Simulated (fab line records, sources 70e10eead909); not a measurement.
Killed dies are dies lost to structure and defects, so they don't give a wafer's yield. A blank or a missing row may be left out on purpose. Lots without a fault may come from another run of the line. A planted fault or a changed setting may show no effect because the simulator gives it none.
Which tool did it? | flow nand_harc | 12 lots, 36 wafers sampled, at 5 steps of a route of 1302

WHAT THE GAUGES READ, wafer by wafer
NHARC_END_SORT_01. Usual: killed_at_array 59, standard deviation 16; killed_at_other 0.8, standard deviation 1.1; killed_at_periphery 3.6, standard deviation 2.4; killed_dies 64, standard deviation 16; killed_open 3.4, standard deviation 1.8; killed_short 2.5, standard deviation 1.6.
lot  | measured     | on        | killed_at_array | killed_at_other | killed_at_periphery | killed_dies | killed_open | killed_short | flag
L223 | day 24 12:20 | prober-01 | 86 101 78       | 0 0 0           | 6 5 4               | 92 106 82   | 5 3 4       | 6 2 2        |
L225 | day 25 05:31 | prober-02 | 68 81 87        | 0 0 0           | 4 2 0               | 72 83 87    | 2 3 4       | 4 2 3        |
L226 | day 25 12:31 | prober-02 | 85 82 82        | 0 0 0           | 3 3 5               | 88 85 87    | 5 6 5       | 3 2 0        |
L232 | day 30 07:30 | prober-02 | 668 672 669     | 1 3 0           | 8 2 8               | 677 677 677 | 5 2 3       | 1 1 0        | OFF
L233 | day 30 02:42 | prober-02 | 673 674 674     | 0 0 1           | 4 3 2               | 677 677 677 | 6 5 0       | 0 4 2        | OFF
L240 | day 31 05:10 | prober-02 | 47 49 46        | 2 6 2           | 1 3 1               | 50 58 49    | 2 2 5       | 1 2 1        |
L242 | day 32 09:23 | prober-01 | 72 56 51        | 0 0 0           | 4 2 4               | 76 58 55    | 4 0 2       | 1 1 3        |
L243 | day 32 20:16 | prober-01 | 53 62 71        | 0 0 0           | 3 1 0               | 56 63 71    | 3 5 3       | 2 3 3        |

WHICH TOOL RAN EACH LOT (tool, then ch and the chambers of the sampled wafers, then the start)
lot  | NHARC_A_STAIRCASE_ETCH_313         | NHARC_A_STAIRCASE_DEP_417       | NHARC_A_STAIRCASE_DEP_325       | NHARC_A_STAIRCASE_DESCUM_443
L223 | rie_diel-08 ch 0,1,2, day 17 10:02 | pecvd-02 ch 0,1,2, day 17 14:05 | pecvd-01 ch 0,2, day 18 14:13   | rie_diel-08 ch 0,1,2, day 18 21:54
L225 | rie_diel-03 ch 1,3, day 17 22:34   | pecvd-03 ch 1,2, day 18 02:41   | pecvd-03 ch 0,1,2, day 19 05:31 | rie_diel-10 ch 0,1, day 19 13:46
L226 | rie_diel-10 ch 1,2,3, day 18 02:22 | pecvd-03 ch 1,2, day 18 06:34   | pecvd-01 ch 0,1, day 19 09:32   | rie_diel-10 ch 0,1,2, day 19 18:35
L229 | rie_diel-10 ch 1,3, day 19 05:48   | pecvd-01 ch 0,1, day 19 11:19   | pecvd-01 ch 0,1, day 20 13:26   | rie_diel-03 ch 0,2, day 21 00:38
L228 | rie_diel-03 ch 1,2, day 19 07:44   | pecvd-01 ch 0,1,2, day 19 14:47 | pecvd-03 ch 1,2, day 20 13:23   | rie_diel-10 ch 0,1,3, day 21 00:48
L232 | rie_diel-03 ch 1,2,3, day 21 15:06 | pecvd-03 ch 0,1,2, day 21 19:08 | pecvd-03 ch 0,1,2, day 23 02:17 | rie_diel-03 ch 0,1,2, day 23 14:07
L233 | rie_diel-03 ch 1,2, day 22 02:59   | pecvd-03 ch 0,2, day 22 07:04   | pecvd-03 ch 1,2, day 23 08:19   | rie_diel-10 ch 0,2, day 23 19:33
L240 | rie_diel-10 ch 2,3, day 23 13:38   | pecvd-01 ch 0,2, day 23 18:59   | pecvd-02 ch 0,1,2, day 25 01:10 | rie_diel-10 ch 0,2,3, day 25 12:14
L242 | rie_diel-08 ch 1,2,3, day 24 23:40 | pecvd-02 ch 0,1,2, day 25 03:46 | pecvd-03 ch 0,1,2, day 26 11:43 | rie_diel-03 ch 0,2,3, day 26 20:18
L243 | rie_diel-08 ch 0,1,2, day 25 07:15 | pecvd-01 ch 0,1,2, day 25 13:07 | pecvd-02 ch 0,1,2, day 26 16:37 | rie_diel-08 ch 0,1, day 27 03:33
L244 | rie_diel-08 ch 0,3, day 26 06:06   | pecvd-02 ch 0,2, day 26 11:37   | pecvd-02 ch 0,1,2, day 27 11:13 | rie_diel-10 ch 0,1,2, day 27 20:08
L246 | rie_diel-08 ch 1,2, day 26 19:15   | pecvd-03 ch 0,2, day 26 23:24   | pecvd-01 ch 0,1, day 28 02:27   | rie_diel-08 ch 1,3, day 28 10:28
- NHARC_A_STAIRCASE_ETCH_313: etches the open film in CF4/CHF3.
- NHARC_A_STAIRCASE_DEP_417: deposits Si3N4, target thk 60 nm.
- NHARC_A_STAIRCASE_DEP_325: deposits SiO2, target thk 7200 nm.
- NHARC_A_STAIRCASE_DESCUM_443: chemistry O2, time 3 s.

WHAT THE TOOLS THEMSELVES READ (means of the sampled wafers that have a number; where no wafer has one, the mark that the record gives instead)
NHARC_A_STAIRCASE_ETCH_313. Usual: chf3_flow_sccm 30.00 sccm, standard deviation 0.093; drypump_motor_current_A 5.7 A, standard deviation 0.35; oes_product_au 0.931 a.u., standard deviation 0.018; rf_vpp_V 370.9 V, standard deviation 2.8; showerhead_plenum_p_Torr 1.58 Torr, standard deviation 0.08; throttle_valve_pct 16.802 %, standard deviation 0.0091.
lot  | tool        | chf3_flow_sccm (sccm) | drypump_motor_current_A (A) | oes_product_au (a.u.) | rf_vpp_V (V) | showerhead_plenum_p_Torr (Torr) | throttle_valve_pct (%) | flag
L223 | rie_diel-08 | 30.01                 | 5.8                         | 0.982                 | 372.1        | 1.63                            | 16.802                 |
L225 | rie_diel-03 | 29.93                 | 6.1                         | 0.914                 | 368.6        | 1.51                            | 16.807                 |
L226 | rie_diel-10 | 30.10                 | 5.5                         | 0.922                 | 368.5        | 1.50                            | 16.801                 |
L229 | rie_diel-10 | 30.04                 | 5.8                         | 0.967                 | 369.3        | 1.55                            | 16.812                 |
L228 | rie_diel-03 | 30.10                 | 6.1                         | 0.917                 | 367.8        | 1.47                            | 16.793                 |
L232 | rie_diel-03 | 30.02                 | 5.9                         | 0.942                 | 372.0        | 1.58                            | 16.802                 |
L233 | rie_diel-03 | 30.05                 | 5.9                         | 0.921                 | 371.7        | 1.62                            | 16.802                 |
L240 | rie_diel-10 | 30.02                 | 5.4                         | 0.923                 | 373.9        | 1.65                            | 16.798                 |
L242 | rie_diel-08 | 29.98                 | 6.0                         | 0.926                 | 373.2        | 1.64                            | 16.806                 |
L243 | rie_diel-08 | 30.05                 | 5.8                         | 0.927                 | 371.8        | 1.62                            | 16.794                 |
L244 | rie_diel-08 | 29.97                 | 6.2                         | 0.933                 | 374.2        | 1.67                            | 16.795                 |
L246 | rie_diel-08 | 29.92                 | 5.8                         | 0.931                 | 371.5        | 1.61                            | 16.806                 |

NHARC_A_STAIRCASE_DEP_417. Usual: heater_power_w 762 W, standard deviation 110.
lot  | tool     | heater_power_w (W) | flag
L223 | pecvd-02 | 716                |
L225 | pecvd-03 | 762                |
L226 | pecvd-03 | 713                |
L229 | pecvd-01 | 759                |
L228 | pecvd-01 | 778                |
L232 | pecvd-03 | 762                |
L233 | pecvd-03 | 742                |
L240 | pecvd-01 | 727                |
L242 | pecvd-02 | 802                |
L243 | pecvd-01 | 783                |
L244 | pecvd-02 | 651                |
L246 | pecvd-03 | 687                |

NHARC_A_STAIRCASE_DEP_325. Usual: heater_power_w 701 W, standard deviation 110.
lot  | tool     | heater_power_w (W) | flag
L223 | pecvd-01 | 679                |
L225 | pecvd-03 | 662                |
L226 | pecvd-01 | 779                |
L229 | pecvd-01 | 794                |
L228 | pecvd-03 | 697                |
L232 | pecvd-03 | 729                |
L233 | pecvd-03 | 647                |
L240 | pecvd-02 | 669                |
L242 | pecvd-03 | 791                |
L243 | pecvd-02 | 679                |
L244 | pecvd-02 | 686                |
L246 | pecvd-01 | 843                |

NHARC_A_STAIRCASE_DESCUM_443. Usual: drypump_motor_current_A 5.7 A, standard deviation 0.36; oes_product_au 1.000 a.u., standard deviation 0.011; rf_vpp_V 57.9 V, standard deviation 0.9; showerhead_plenum_p_Torr 1.93 Torr, standard deviation 0.1; throttle_valve_pct 11.313 %, standard deviation 0.0094.
lot  | tool        | drypump_motor_current_A (A) | oes_product_au (a.u.) | rf_vpp_V (V) | showerhead_plenum_p_Torr (Torr) | throttle_valve_pct (%) | flag
L223 | rie_diel-08 | 5.8                         | 1.004                 | 58.2         | 1.98                            | 11.314                 |
L225 | rie_diel-10 | 5.7                         | 0.996                 | 58.0         | 1.81                            | 11.312                 |
L226 | rie_diel-10 | 5.4                         | 0.990                 | 58.1         | 1.85                            | 11.311                 |
L229 | rie_diel-03 | 5.6                         | 1.003                 | 58.4         | 2.06                            | 11.312                 |
L228 | rie_diel-10 | 5.6                         | 0.995                 | 58.1         | 1.91                            | 11.316                 |
L232 | rie_diel-03 | 5.9                         | 0.987                 | 57.2         | 1.95                            | 11.315                 |
L233 | rie_diel-10 | 5.2                         | 1.007                 | 57.9         | 1.87                            | 11.313                 |
L240 | rie_diel-10 | 5.3                         | 1.001                 | 57.6         | 1.94                            | 11.309                 |
L242 | rie_diel-03 | 5.6                         | 1.013                 | 58.4         | 1.98                            | 11.314                 |
L243 | rie_diel-08 | 5.9                         | 0.995                 | 57.8         | 1.97                            | 11.307                 |
L244 | rie_diel-10 | 5.4                         | 0.995                 | 58.1         | 1.83                            | 11.315                 |
L246 | rie_diel-08 | 6.0                         | 1.004                 | 57.6         | 1.99                            | 11.306                 |

THE ANSWER, worked out from the rows above alone
Rule: a lot is off if the mean of its wafers that have a number lies more than 3 standard deviations from the usual mean. A lot without any number at a reading at which 4 lots or more have one is off too. The other lots that the step has rows for count as sound. The gauges are gone through in route order, then the tools' own readings, and for those a lot's mean is taken as printed above. The first step at which some lot is off is used, and at that step the reading that is off furthest; a lot without a number counts as furthest.
Off: L232, L233, at NHARC_END_SORT_01 (killed_at_array). Neither off nor sound, because the step has no rows for them: L229, L228, L244, L246.
A tool fits if, at a process step before that reading, it ran every lot that is off, and no sound lot after the first of them. The gauges at NHARC_END_SORT_01 are tried like those tools. Can't be told from this: 2 tools fit, rie_diel-03 at NHARC_A_STAIRCASE_ETCH_313, pecvd-03 at NHARC_A_STAIRCASE_DEP_417.

WHAT THE SIMULATOR HAD PUT IN
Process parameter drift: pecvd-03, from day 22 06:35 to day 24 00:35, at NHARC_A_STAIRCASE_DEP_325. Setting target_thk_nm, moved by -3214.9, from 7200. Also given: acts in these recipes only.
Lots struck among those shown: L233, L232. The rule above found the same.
